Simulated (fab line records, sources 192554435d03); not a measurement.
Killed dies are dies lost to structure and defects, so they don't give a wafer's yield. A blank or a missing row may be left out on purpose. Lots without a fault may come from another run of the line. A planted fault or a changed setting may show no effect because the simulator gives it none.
Chamber matching | flow n5_finfet | N5_MOL_CONTACT_COAG_ETCH_89 on rie_diel-03: 4 sister chambers
The step etches underlayer in N2/H2, target depth 13 nm, time 10.4 s. 4 wafers are shown with their chamber, then 11 later ones without.

WAFERS WITH THEIR CHAMBER
wafer  | chamber | throttle_valve_pct (%)
L088.3 | 1       | 17.58
L092.2 | 3       | 17.61
L092.3 | 0       | 17.99
L093.1 | 2       | 17.58

WAFERS WITHOUT THEIR CHAMBER
wafer  | throttle_valve_pct (%)
L093.3 | 17.58
L093.6 | 17.59
L094.2 | 17.62
L094.3 | 17.59
L094.5 | 17.61
L095.1 | 17.60
L095.3 | 17.62
L095.4 | 17.59
L096.1 | 17.59
L096.3 | 17.60
L096.5 | 17.63

WHICH CHAMBER EACH WENT THROUGH
wafer  | from the rows above          | in truth
L093.3 | can't be placed: 1 or 2      | 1
L093.6 | can't be placed: 1 or 2 or 3 | 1
L094.2 | 3                            | 3
L094.3 | can't be placed: 1 or 2 or 3 | 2
L094.5 | 3                            | 3
L095.1 | can't be placed: 3 or 1 or 2 | 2
L095.3 | 3                            | 3
L095.4 | can't be placed: 1 or 2 or 3 | 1
L096.1 | can't be placed: 1 or 2 or 3 | 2
L096.3 | can't be placed: 3 or 1 or 2 | 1
L096.5 | 3                            | 3
Placed correctly: 4 of 11. Can't be placed from these rows: 7 (the true chamber is among the candidates in 7). Placed wrongly: 0.
How it was worked out, from the rows above alone: a wafer's distance from a chamber is the root of the sum, over the readings, of the square of ((its reading less the chamber's mean) divided by the reading's scatter). The wafer belongs to the nearest chamber; if the next one is less than 2 further off, it can't be placed. A chamber's mean is the mean of its shown wafers. The scatter: with one shown wafer a chamber, the root of the mean of the squares of how far each hidden wafer lies from its nearest shown one.
